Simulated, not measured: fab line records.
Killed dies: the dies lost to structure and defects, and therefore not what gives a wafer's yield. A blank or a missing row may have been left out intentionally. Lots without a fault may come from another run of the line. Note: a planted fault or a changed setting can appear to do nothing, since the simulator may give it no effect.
The tool behind it: which one? ; flow nand harc ; 24 lots with 72 wafers sampled at 6 steps, on a route of 1159 steps

== WHAT EACH GAUGE READ, for each wafer ==
Not one reading of a measure or inspect step in the record can be checked against a usual standard deviation.

== EACH LOT AND THE TOOL THAT RAN IT (in order: tool; ch and the chambers of the sampled wafers; start) ==
lot;NHARC_A_SGD_CUT_STRIP_17;NHARC_A_SLIT_DEP_23;NHARC_A_CONTACT_ETCH_48;NHARC_A_CONTACT_ETCH_90;NHARC_A_CONTACT_DEP_57;NHARC_A_CONTACT_DEP_58
L074;rie diel-03 ch 0,1,3, day 13 18:10 or earlier;pecvd-01 ch 0,1, day 13 18:10;rie diel-10 ch 0,2, day 16 06:41;rie diel-09 ch 0,2, day 16 09:46;acl dep-02 ch 0, day 16 11:03;pecvd-02 ch 0,1,2, day 16 12:49
L076;rie diel-03 ch 0,2, day 14 17:35 or earlier;pecvd-02 ch 0,1,2, day 14 17:35;rie diel-07 ch 0,1,3, day 17 01:07;rie diel-09 ch 1,2,3, day 17 04:09;acl dep-01 ch 0, day 17 06:25;pecvd-01 ch 0,1, day 17 07:52
L075;rie diel-08 ch 1,2,3, day 14 18:36 or earlier;pecvd-04 ch 1,2, day 14 18:36;rie diel-07 ch 0,1,2, day 16 14:35;rie diel-10 ch 0,1, day 16 17:37;acl dep-03 ch 0, day 16 20:17;pecvd-02 ch 0,1, day 16 21:51
L077;rie diel-02 ch 2,3, day 14 16:56 or earlier;pecvd-01 ch 0,1,2, day 14 16:56;rie diel-07 ch 2,3, day 16 23:13;rie diel-07 ch 0,1,3, day 17 03:03;acl dep-01 ch 0, day 17 04:58;pecvd-01 ch 1,2, day 17 06:10
L078;rie diel-08 ch 0,2,3, day 15 08:04 or earlier;pecvd-04 ch 0,1, day 15 08:04;rie diel-09 ch 1,2,3, day 17 22:36;rie diel-10 ch 0,2, day 18 02:15;acl dep-02 ch 0, day 18 06:32;pecvd-02 ch 0,1,2, day 18 08:19
L079;rie diel-03 ch 1,2,3, day 15 08:56 or earlier;pecvd-01 ch 0,1,2, day 15 08:56;rie diel-07 ch 2,3, day 17 16:19;rie diel-10 ch 0,1,2, day 17 19:32;acl dep-01 ch 0, day 17 21:35;pecvd-01 ch 0,1,2, day 17 23:16
L080;rie diel-02 ch 0,3, day 16 03:21 or earlier;pecvd-02 ch 0,1,2, day 16 03:21;rie diel-09 ch 0,1,3, day 18 03:32;rie diel-07 ch 2,3, day 18 06:41;acl dep-03 ch 0, day 18 11:50;pecvd-02 ch 1,2, day 18 13:29
L081;rie diel-08 ch 0,1,3, day 16 03:49 or earlier;pecvd-02 ch 0,2, day 16 03:49;rie diel-07 ch 0,3, day 18 09:16;rie diel-09 ch 1,2,3, day 18 12:16;acl dep-02 ch 0, day 18 13:24;pecvd-03 ch 1,2, day 18 15:32
L084;rie diel-03 ch 0,1,2, day 16 18:13 or earlier;pecvd-02 ch 1,2, day 16 18:13;rie diel-07 ch 2,3, day 18 19:13;rie diel-07 ch 1,2, day 18 22:27;acl dep-02 ch 0, day 19 00:11;pecvd-01 ch 0,1,2, day 19 01:25
L082;rie diel-08 ch 0,2,3, day 16 18:21 or earlier;pecvd-02 ch 0,2, day 16 18:21;rie diel-07 ch 0,1, day 18 18:50;rie diel-07 ch 0,1,3, day 18 22:01;acl dep-01 ch 0, day 18 23:10;pecvd-02 ch 0,1,2, day 19 00:55
L083;rie diel-03 ch 1,2,3, day 16 19:13 or earlier;pecvd-01 ch 0,2, day 16 19:13;rie diel-09 ch 1,2,3, day 19 17:04;rie diel-10 ch 1,3, day 19 20:23;acl dep-01 ch 0, day 19 21:36;pecvd-03 ch 0,1, day 19 23:20
L085;rie diel-02 ch 0,2,3, day 17 07:14 or earlier;pecvd-02 ch 0,1,2, day 17 07:14;rie diel-07 ch 0,1,2, day 19 17:13;rie diel-07 ch 0,1,3, day 19 20:12;acl dep-03 ch 0, day 19 21:22;pecvd-01 ch 0,2, day 19 23:07
L086;rie diel-03 ch 0,1,2, day 17 17:08 or earlier;pecvd-01 ch 1,2, day 17 17:08;rie diel-07 ch 2,3, day 19 21:18;rie diel-10 ch 0,1,2, day 20 00:19;acl dep-03 ch 0, day 20 01:38;pecvd-02 ch 1,2, day 20 03:21
L087;rie diel-02 ch 2,3, day 17 16:50 or earlier;pecvd-04 ch 0,1,2, day 17 16:50;rie diel-09 ch 0,2, day 19 21:38;rie diel-07 ch 0,2,3, day 20 00:38;acl dep-01 ch 0, day 20 02:43;pecvd-03 ch 1,2, day 20 04:11
L088;rie diel-08 ch 0,1,3, day 17 17:40 or earlier;pecvd-02 ch 0,1,2, day 17 17:40;rie diel-07 ch 0,2, day 20 08:35;rie diel-07 ch 1,3, day 20 11:36;acl dep-01 ch 0, day 20 16:22;pecvd-01 ch 0,2, day 20 17:52
L090;rie diel-03 ch 0,1,3, day 18 02:22 or earlier;pecvd-02 ch 0,2, day 18 02:22;rie diel-10 ch 2,3, day 20 02:28;rie diel-07 ch 0,1,2, day 20 05:33;acl dep-01 ch 0, day 20 12:05;pecvd-02 ch 0,1, day 20 13:36
L089;rie diel-02 ch 0,1,2, day 18 04:21 or earlier;pecvd-02 ch 0,1,2, day 18 04:21;rie diel-10 ch 1,3, day 20 08:13;rie diel-07 ch 0,1, day 20 11:11;acl dep-03 ch 0, day 20 15:02;pecvd-02 ch 0,2, day 20 16:47
L092;rie diel-03 ch 1,2,3, day 18 04:26 or earlier;pecvd-01 ch 0,2, day 18 04:26;rie diel-07 ch 0,1,3, day 20 02:19;rie diel-07 ch 1,2,3, day 20 05:17;acl dep-02 ch 0, day 20 11:43;pecvd-03 ch 0,2, day 20 13:32
L091;rie diel-08 ch 0,2,3, day 18 14:06 or earlier;pecvd-04 ch 0,1,2, day 18 14:06;rie diel-07 ch 2,3, day 20 17:55;rie diel-09 ch 0,1,3, day 20 21:40;acl dep-02 ch 0, day 20 23:34;pecvd-02 ch 0,1,2, day 21 01:20
L093;rie diel-02 ch 0,2,3, day 19 08:25 or earlier;pecvd-04 ch 1,2, day 19 08:25;rie diel-09 ch 1,2, day 21 10:22;rie diel-09 ch 2,3, day 21 13:59;acl dep-03 ch 0, day 21 15:16;pecvd-03 ch 0,2, day 21 17:04
L095;rie diel-03 ch 0,1,3, day 19 08:32 or earlier;pecvd-01 ch 0,1, day 19 08:32;rie diel-07 ch 1,2,3, day 21 17:46;rie diel-07 ch 0,1,3, day 21 21:17;acl dep-02 ch 0, day 21 22:44;pecvd-02 ch 1,2, day 22 00:36
L094;rie diel-02 ch 0,1,3, day 19 09:26 or earlier;pecvd-01 ch 0,1, day 19 09:26;rie diel-07 ch 1,2,3, day 21 13:33;rie diel-07 ch 0,1,3, day 21 17:02;acl dep-01 ch 0, day 21 18:13;pecvd-03 ch 0,1, day 21 19:57
L097;rie diel-03 ch 2,3, day 19 22:28 or earlier;pecvd-04 ch 0,1,2, day 19 22:28;rie diel-10 ch 0,2,3, day 21 23:19;rie diel-07 ch 1,2,3, day 22 02:47;acl dep-03 ch 0, day 22 04:58;pecvd-02 ch 0,2, day 22 06:26
L096;rie diel-08 ch 0,1, day 19 21:43;pecvd-02 ch 0,1, day 20 06:07;rie diel-09 ch 1,2, day 22 05:41;rie diel-07 ch 0,1,2, day 22 08:42;acl dep-03 ch 0, day 22 11:25;pecvd-01 ch 0,1, day 22 12:55
- NHARC_A_SGD_CUT_STRIP_17: strips in O2.
- NHARC_A_SLIT_DEP_23: deposits SiON, target thk 100 nm.
- NHARC_A_CONTACT_ETCH_48: etches the open film in CF4, target depth 39 nm, time 65 s.
- NHARC_A_CONTACT_ETCH_90: etches the open film in CH3F/O2, target depth 40 nm, time 85.7 s.
- NHARC_A_CONTACT_DEP_57: deposits aC, target thk 2800 nm.
- NHARC_A_CONTACT_DEP_58: deposits SiON, target thk 60 nm.

== WHAT THE TOOLS THEMSELVES READ (means of the sampled wafers that have a number; where no wafer has one, the mark that the record gives instead) ==
NHARC_A_SGD_CUT_STRIP_17. Usual: drypump motor current A 5.6 A, standard deviation 0.48; oes product au 1.004 a.u., standard deviation 0.01; rf vpp V 57.7 V, standard deviation 0.81; showerhead plenum p Torr 3.50 Torr, standard deviation 0.14; throttle valve pct 17.036 %, standard deviation 0.0088.
lot;tool;drypump motor current A (A);oes product au (a.u.);rf vpp V (V);showerhead plenum p Torr (Torr);throttle valve pct (%);flag
L074;rie diel-03;5.6;1.012;57.7;3.42;17.034;
L076;rie diel-03;5.9;1.008;57.6;3.39;17.030;
L075;rie diel-08;5.6;1.003;57.6;3.41;17.046;
L077;rie diel-02;5.1;1.009;58.1;3.70;17.038;
L078;rie diel-08;5.7;0.998;56.7;3.47;17.040;
L079;rie diel-03;5.5;1.011;56.9;3.41;17.036;
L080;rie diel-02;5.0;1.001;58.4;3.67;17.037;
L081;rie diel-08;6.0;1.001;58.2;3.52;17.033;
L084;rie diel-03;5.9;1.015;57.3;3.37;17.045;
L082;rie diel-08;5.7;0.998;58.0;3.47;17.028;
L083;rie diel-03;5.5;1.002;57.9;3.41;17.033;
L085;rie diel-02;5.3;1.005;57.9;3.66;17.038;
L086;rie diel-03;5.9;1.018;58.0;3.37;17.036;
L087;rie diel-02;5.3;0.999;57.9;3.69;17.033;
L088;rie diel-08;6.0;1.006;58.0;3.52;17.034;
L090;rie diel-03;5.6;1.007;58.0;3.42;17.041;
L089;rie diel-02;5.6;0.997;57.8;3.63;17.037;
L092;rie diel-03;5.5;1.005;57.2;3.41;17.032;
L091;rie diel-08;5.7;0.999;57.7;3.47;17.035;
L093;rie diel-02;5.3;1.004;57.6;3.66;17.045;
L095;rie diel-03;5.6;1.004;57.0;3.42;17.037;
L094;rie diel-02;5.3;1.011;58.5;3.63;17.045;
L097;rie diel-03;5.3;1.000;57.0;3.48;17.032;
L096;rie diel-08;6.3;1.000;57.7;3.55;17.040;

NHARC_A_SLIT_DEP_23. Usual: heater power outer w 456 W, standard deviation 66; heater power w 771 W, standard deviation 79.
lot;tool;heater power outer w (W);heater power w (W);flag
L074;pecvd-01;473;810;
L076;pecvd-02;468;789;
L075;pecvd-04;430;767;
L077;pecvd-01;505;805;
L078;pecvd-04;503;823;
L079;pecvd-01;466;760;
L080;pecvd-02;441;780;
L081;pecvd-02;378;690;
L084;pecvd-02;444;756;
L082;pecvd-02;417;734;
L083;pecvd-01;491;794;
L085;pecvd-02;478;804;
L086;pecvd-01;431;711;
L087;pecvd-04;471;810;
L088;pecvd-02;393;690;
L090;pecvd-02;425;741;
L089;pecvd-02;441;769;
L092;pecvd-01;564;856;
L091;pecvd-04;436;734;
L093;pecvd-04;440;751;
L095;pecvd-01;449;770;
L094;pecvd-01;517;873;
L097;pecvd-04;468;803;
L096;pecvd-02;505;845;

NHARC_A_CONTACT_ETCH_48. Usual: bias w 99.96 W, standard deviation 0.28; drypump motor current A 5.9 A, standard deviation 0.39; oes product au 0.997 a.u., standard deviation 0.015; rf vpp V 151.4 V, standard deviation 1.1; showerhead plenum p Torr 1.78 Torr, standard deviation 0.066; throttle valve pct 13.284 %, standard deviation 0.009.
lot;tool;bias w (W);drypump motor current A (A);oes product au (a.u.);rf vpp V (V);showerhead plenum p Torr (Torr);throttle valve pct (%);flag
L074;rie diel-10;99.94;6.4;0.999;152.0;1.84;13.288;
L076;rie diel-07;100.19;6.2;0.988;151.7;1.78;13.289;
L075;rie diel-07;100.05;6.0;0.989;150.8;1.75;13.292;
L077;rie diel-07;99.81;5.8;0.982;150.3;1.74;13.282;
L078;rie diel-09;99.95;5.5;1.003;152.3;1.83;13.281;
L079;rie diel-07;100.09;5.7;0.987;150.0;1.71;13.275;
L080;rie diel-09;100.11;5.6;0.999;152.4;1.80;13.290;
L081;rie diel-07;99.86;6.2;0.984;152.3;1.81;13.287;
L084;rie diel-07;100.00;5.8;1.006;151.6;1.74;13.284;
L082;rie diel-07;99.89;6.3;0.998;152.0;1.80;13.273;
L083;rie diel-09;100.19;5.5;0.989;151.6;1.83;13.288;
L085;rie diel-07;100.07;6.0;0.999;150.7;1.74;13.291;
L086;rie diel-07;100.09;5.8;1.005;151.2;1.74;13.275;
L087;rie diel-09;99.87;5.9;1.000;150.9;1.82;13.282;
L088;rie diel-07;99.72;6.0;1.001;151.4;1.78;13.287;
L090;rie diel-10;99.97;5.5;0.992;152.8;1.88;13.287;
L089;rie diel-10;100.10;5.5;1.002;151.1;1.81;13.281;
L092;rie diel-07;99.90;6.2;1.005;150.4;1.78;13.294;
L091;rie diel-07;100.22;5.7;1.013;150.4;1.70;13.286;
L093;rie diel-09;99.74;5.8;0.981;151.8;1.80;13.282;
L095;rie diel-07;100.15;5.9;1.010;150.9;1.72;13.287;
L094;rie diel-07;99.91;5.9;1.003;150.5;1.72;13.282;
L097;rie diel-10;100.08;5.9;0.990;152.7;1.82;13.294;
L096;rie diel-09;100.14;5.8;0.980;151.2;1.83;13.283;

NHARC_A_CONTACT_ETCH_90. Usual: bias w 99.94 W, standard deviation 0.28; drypump motor current A 5.9 A, standard deviation 0.4; oes product au 0.96 a.u., standard deviation 0.04; rf vpp V 244.4 V, standard deviation 1.5; showerhead plenum p Torr 2.47 Torr, standard deviation 0.099; throttle valve pct 20.663 %, standard deviation 0.0095.
lot;tool;bias w (W);drypump motor current A (A);oes product au (a.u.);rf vpp V (V);showerhead plenum p Torr (Torr);throttle valve pct (%);flag
L074;rie diel-09;99.96;5.8;0.93;246.8;2.58;20.661;
L076;rie diel-09;100.19;5.5;0.93;245.9;2.55;20.677;
L075;rie diel-10;100.18;5.9;1.01;243.5;2.44;20.667;
L077;rie diel-07;99.61;6.2;0.92;244.8;2.48;20.645;
L078;rie diel-10;99.99;6.2;1.01;244.8;2.48;20.660;
L079;rie diel-10;99.84;6.2;1.01;245.7;2.50;20.673;
L080;rie diel-07;100.07;5.8;1.01;243.2;2.42;20.665;
L081;rie diel-09;99.88;5.5;0.93;246.5;2.54;20.669;
L084;rie diel-07;99.76;6.0;0.94;243.1;2.37;20.655;
L082;rie diel-07;99.81;6.2;0.93;244.9;2.47;20.659;
L083;rie diel-10;99.68;5.5;0.92;244.9;2.52;20.667;
L085;rie diel-07;99.77;6.2;0.93;244.0;2.47;20.662;
L086;rie diel-10;99.84;6.1;0.92;244.5;2.50;20.661;
L087;rie diel-07;100.11;5.9;1.01;243.4;2.44;20.676;
L088;rie diel-07;100.17;6.1;0.93;244.3;2.45;20.659;
L090;rie diel-07;100.23;6.0;1.00;244.1;2.42;20.656;
L089;rie diel-07;100.12;6.2;1.00;244.1;2.45;20.663;
L092;rie diel-07;99.69;5.9;0.93;243.2;2.39;20.660;
L091;rie diel-09;99.87;5.6;1.00;245.1;2.50;20.653;
L093;rie diel-09;99.76;5.6;0.93;245.8;2.59;20.665;
L095;rie diel-07;99.89;6.2;0.92;243.9;2.47;20.667;
L094;rie diel-07;100.13;6.2;0.95;244.8;2.47;20.664;
L097;rie diel-07;99.91;5.9;1.01;243.4;2.39;20.669;
L096;rie diel-07;99.90;6.0;0.93;243.7;2.42;20.667;

NHARC_A_CONTACT_DEP_57. Usual: throttle valve pct 35.001 %, standard deviation 0.0084.
lot;tool;throttle valve pct (%);flag
L074;acl dep-02;35.000;
L076;acl dep-01;35.003;
L075;acl dep-03;34.998;
L077;acl dep-01;35.011;
L078;acl dep-02;35.011;
L079;acl dep-01;35.004;
L080;acl dep-03;35.004;
L081;acl dep-02;34.999;
L084;acl dep-02;34.998;
L082;acl dep-01;34.992;
L083;acl dep-01;35.005;
L085;acl dep-03;35.003;
L086;acl dep-03;35.003;
L087;acl dep-01;34.996;
L088;acl dep-01;35.004;
L090;acl dep-01;34.997;
L089;acl dep-03;35.005;
L092;acl dep-02;34.991;
L091;acl dep-02;35.001;
L093;acl dep-03;35.003;
L095;acl dep-02;34.999;
L094;acl dep-01;34.998;
L097;acl dep-03;35.000;
L096;acl dep-03;34.999;

NHARC_A_CONTACT_DEP_58. Usual: heater power outer w 461 W, standard deviation 53; heater power w 779 W, standard deviation 65.
lot;tool;heater power outer w (W);heater power w (W);flag
L074;pecvd-02;446;759;
L076;pecvd-01;489;837;
L075;pecvd-02;463;782;
L077;pecvd-01;466;732;
L078;pecvd-02;440;757;
L079;pecvd-01;451;753;
L080;pecvd-02;436;775;
L081;pecvd-03;478;793;
L084;pecvd-01;480;795;
L082;pecvd-02;457;791;
L083;pecvd-03;451;789;
L085;pecvd-01;553;877;
L086;pecvd-02;399;714;
L087;pecvd-03;517;838;
L088;pecvd-01;536;833;
L090;pecvd-02;486;822;
L089;pecvd-02;425;754;
L092;pecvd-03;478;799;
L091;pecvd-02;439;763;
L093;pecvd-03;422;707;
L095;pecvd-02;452;772;
L094;pecvd-03;454;773;
L097;pecvd-02;369;690;
L096;pecvd-01;466;787;

== THE ANSWER, worked out from the rows above alone ==
Rule: take the mean of a lot's wafers that have a number; if it is more than 3 standard deviations from the usual mean, the lot is off. Also off: a lot with no number at a reading for which 4 or more lots have one. Any other lot the step has rows for is counted as sound. The gauges are gone through in route order, then the tools' own readings, and for those a lot's mean is taken as printed above. At the first step where some lot is off, the reading lying furthest off is the one used; lots without a number count as furthest.
Across all readings shown, no lot is off: no conclusion can be drawn from this.

== WHAT THE SIMULATOR HAD PUT IN ==
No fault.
